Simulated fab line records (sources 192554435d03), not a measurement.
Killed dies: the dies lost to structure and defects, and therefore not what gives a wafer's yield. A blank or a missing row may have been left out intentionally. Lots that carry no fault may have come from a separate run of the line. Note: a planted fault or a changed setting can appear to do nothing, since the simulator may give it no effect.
Matching of chambers + flow n5 finfet + N5_BEOL_M6_PECVD_70 on pecvd-04: 3 sister chambers
The step deposits SiO2 from TEOS/O2, target thk 20 nm, time 22.7 s. 14 wafers are shown with their chamber, then 7 later ones without.

## EACH WAFER AND ITS CHAMBER
| wafer  | chamber | throttle valve pct (%) | showerhead plenum p Torr (Torr) | heater power w (W) |
|--------|---------|------------------------|---------------------------------|--------------------|
| L075.1 | 2       | 23.2                   | 8.74                            | 683                |
| L075.4 | 1       | 21.4                   | 8.78                            | 704                |
| L075.5 | 0       | 22.9                   | 8.82                            | 661                |
| L078.1 | 1       | 21.0                   | 8.77                            | 719                |
| L078.4 | 2       | 23.3                   | 8.75                            | 741                |
| L078.6 | 0       | 23.0                   | 8.85                            | 723                |
| L083.1 | 2       | 23.1                   | 8.73                            | 796                |
| L083.4 | 2       | 23.2                   | 8.73                            | 794                |
| L083.6 | 0       | 23.1                   | 8.83                            | 714                |
| L085.3 | 1       | 21.0                   | 8.79                            | 669                |
| L085.4 | 2       | 23.1                   | 8.72                            | 673                |
| L085.5 | 2       | 23.1                   | 8.72                            | 659                |
| L086.1 | 2       | 23.3                   | 8.75                            | 784                |
| L086.4 | 1       | 21.4                   | 8.78                            | 640                |

SIGNATURES (averages over the wafers above)
| reading                  | chamber 0 | chamber 1 | chamber 2 | scatter within a chamber |
|--------------------------|-----------|-----------|-----------|--------------------------|
| throttle valve pct       | 23.000    | 21.200    | 23.186    | 0.144                    |
| showerhead plenum p Torr | 8.8333    | 8.7800    | 8.7343    | 0.0122                   |
| heater power w           | 699.33    | 683.00    | 732.86    | 50.4                     |
Rule: for each reading, subtract the chamber's mean from the wafer's reading, divide by that reading's scatter and square the result; add these up over the readings and take the root, which gives the wafer's distance from the chamber. The wafer belongs to the nearest chamber; if the next one is less than 2 further off, it can't be placed. The scatter is the square root of a quotient: the sum, over the shown wafers, of each reading's squared deviation from its chamber's mean, divided by wafers minus chambers.

## WAFERS WHOSE CHAMBER IS MISSING
| wafer  | throttle valve pct (%) | showerhead plenum p Torr (Torr) | heater power w (W) |
|--------|------------------------|---------------------------------|--------------------|
| L086.5 | 21.2                   | 8.77                            | 655                |
| L087.4 | 23.4                   | 8.73                            | 789                |
| L087.5 | 21.2                   | 8.77                            | 688                |
| L087.6 | 23.2                   | 8.74                            | 781                |
| L088.1 | 21.2                   | 8.79                            | 715                |
| L088.4 | 23.4                   | 8.75                            | 738                |
| L088.6 | 21.4                   | 8.79                            | 708                |

## THE CHAMBER EACH PASSED THROUGH
| wafer  | from the rows above | in truth |
|--------|---------------------|----------|
| L086.5 | 1                   | 1        |
| L087.4 | 2                   | 2        |
| L087.5 | 1                   | 1        |
| L087.6 | 2                   | 2        |
| L088.1 | 1                   | 1        |
| L088.4 | 2                   | 2        |
| L088.6 | 1                   | 1        |
Placed correctly: 7 of 7. Left unplaced by these rows: 0. 0 placed wrongly.
